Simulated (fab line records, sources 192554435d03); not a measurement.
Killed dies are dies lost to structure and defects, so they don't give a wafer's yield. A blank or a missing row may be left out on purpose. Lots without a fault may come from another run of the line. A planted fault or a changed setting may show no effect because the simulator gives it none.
Chamber matching | flow n5_finfet | N5_FIN_SAQP_PECVD_47 on pecvd-02: 3 sister chambers
The step deposits a-Si from SiH4/He, target thk 45 nm, time 36.3 s. 16 wafers are shown with their chamber, then 8 later ones without.

WAFERS WITH THEIR CHAMBER
wafer  | chamber | showerhead_vpp_V (V) | showerhead_plenum_p_Torr (Torr) | throttle_valve_pct (%)
L076.1 | 0       | 704                  | 5.62                            | 19.7
L076.3 | 2       | 627                  | 5.72                            | 18.6
L076.5 | 0       | 687                  | 5.63                            | 19.6
L078.3 | 1       | 626                  | 5.74                            | 18.6
L078.5 | 0       | 689                  | 5.62                            | 19.6
L078.6 | 1       | 630                  | 5.72                            | 18.3
L079.2 | 0       | 686                  | 5.63                            | 19.6
L079.5 | 2       | 633                  | 5.71                            | 18.0
L079.6 | 1       | 628                  | 5.72                            | 18.3
L083.2 | 1       | 634                  | 5.73                            | 18.4
L083.5 | 2       | 631                  | 5.71                            | 18.2
L083.6 | 0       | 693                  | 5.61                            | 19.7
L086.1 | 2       | 623                  | 5.72                            | 18.2
L086.5 | 0       | 705                  | 5.61                            | 19.9
L086.6 | 2       | 625                  | 5.70                            | 18.3
L092.1 | 2       | 632                  | 5.71                            | 18.2

SIGNATURES (means of the wafers above)
reading                  | chamber 0 | chamber 1 | chamber 2 | scatter within a chamber
showerhead_vpp_V         | 694.00    | 629.50    | 628.50    | 6.07
showerhead_plenum_p_Torr | 5.6200    | 5.7275    | 5.7117    | 0.00859
throttle_valve_pct       | 19.683    | 18.400    | 18.250    | 0.158
Rule: a wafer's distance from a chamber is the root of the sum, over the readings, of the square of ((its reading less the chamber's mean) divided by the reading's scatter). The wafer belongs to the nearest chamber; if the next one is less than 2 further off, it can't be placed. The scatter: the root of (the sum of the squares of (reading less its chamber's mean) over the shown wafers, divided by (wafers less chambers)).

WAFERS WITHOUT THEIR CHAMBER
wafer  | showerhead_vpp_V (V) | showerhead_plenum_p_Torr (Torr) | throttle_valve_pct (%)
L092.2 | 632                  | 5.72                            | 18.2
L092.3 | 681                  | 5.61                            | 19.9
L094.2 | 633                  | 5.69                            | 18.3
L094.4 | 642                  | 5.74                            | 18.1
L094.5 | 682                  | 5.61                            | 19.9
L097.1 | 622                  | 5.71                            | 18.3
L097.5 | 641                  | 5.72                            | 18.6
L097.6 | 634                  | 5.73                            | 18.4

WHICH CHAMBER EACH WENT THROUGH
wafer  | from the rows above     | in truth
L092.2 | can't be placed: 2 or 1 | 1
L092.3 | 0                       | 0
L094.2 | can't be placed: 2 or 1 | 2
L094.4 | can't be placed: 1 or 2 | 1
L094.5 | 0                       | 0
L097.1 | can't be placed: 2 or 1 | 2
L097.5 | can't be placed: 1 or 2 | 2
L097.6 | can't be placed: 1 or 2 | 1
Placed correctly: 2 of 8. Can't be placed from these rows: 6 (the true chamber is among the candidates in 6). Placed wrongly: 0.
